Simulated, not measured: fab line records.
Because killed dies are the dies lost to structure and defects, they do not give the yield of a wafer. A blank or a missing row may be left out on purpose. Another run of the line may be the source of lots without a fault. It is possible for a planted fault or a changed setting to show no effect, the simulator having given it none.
Matching of chambers    flow nand_harc    4 sister chambers for NHARC_A_M1_CMP_23 on cmp-04
The step polishes, t overpolish 20 s, target thk 154.34 nm. 8 wafers are shown with their chamber, then 11 later ones without.

## WAFERS, EACH WITH ITS CHAMBER
wafer   chamber  motor_current_A (A)  time_to_endpoint_s (s)
L082.6  3        11.1                 33
L084.1  2        11.1                 28
L084.3  0        12.7                 29
L084.4  1        11.5                 28
L087.1  3        11.0                 32
L087.3  1        11.2                 26
L087.4  2        10.7                 25
L092.1  0        12.5                 26

## WAFERS WITHOUT THEIR CHAMBER
wafer   motor_current_A (A)  time_to_endpoint_s (s)
L092.2  11.5                 27
L092.6  10.3                 29
L093.1  11.0                 35
L093.5  12.0                 31
L093.6  10.9                 29
L095.1  11.2                 29
L095.3  12.9                 26
L095.5  11.3                 32
L097.1  13.1                 27
L097.4  11.4                 31
L097.6  10.4                 24

## WHICH CHAMBER EACH ONE RAN IN
wafer   from the rows above           in truth
L092.2  1                             1
L092.6  can't be placed: 2 or 3       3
L093.1  3                             3
L093.5  can't be placed: 0 or 1 or 3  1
L093.6  can't be placed: 2 or 3 or 1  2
L095.1  can't be placed: 1 or 2 or 3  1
L095.3  0                             0
L095.5  can't be placed: 3 or 1       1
L097.1  0                             0
L097.4  can't be placed: 3 or 1 or 2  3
L097.6  2                             2
Placed correctly: 5 of 11. From these rows, 6 cannot be placed; in 6 the true chamber is one of the candidates. Wrongly placed: 0.
How it was worked out, from the rows above alone: a wafer's distance from a chamber is the root of the sum, over the readings, of the square of ((its reading less the chamber's mean) divided by the reading's scatter). If the next closest chamber is less than 2 further off than the closest, the wafer can't be placed; otherwise it belongs to the closest. The mean given for a chamber averages the wafers shown for that chamber. The scatter: take each reading less its chamber's mean, square it, sum over the shown wafers, divide by the number of wafers less the number of chambers, and take the root.
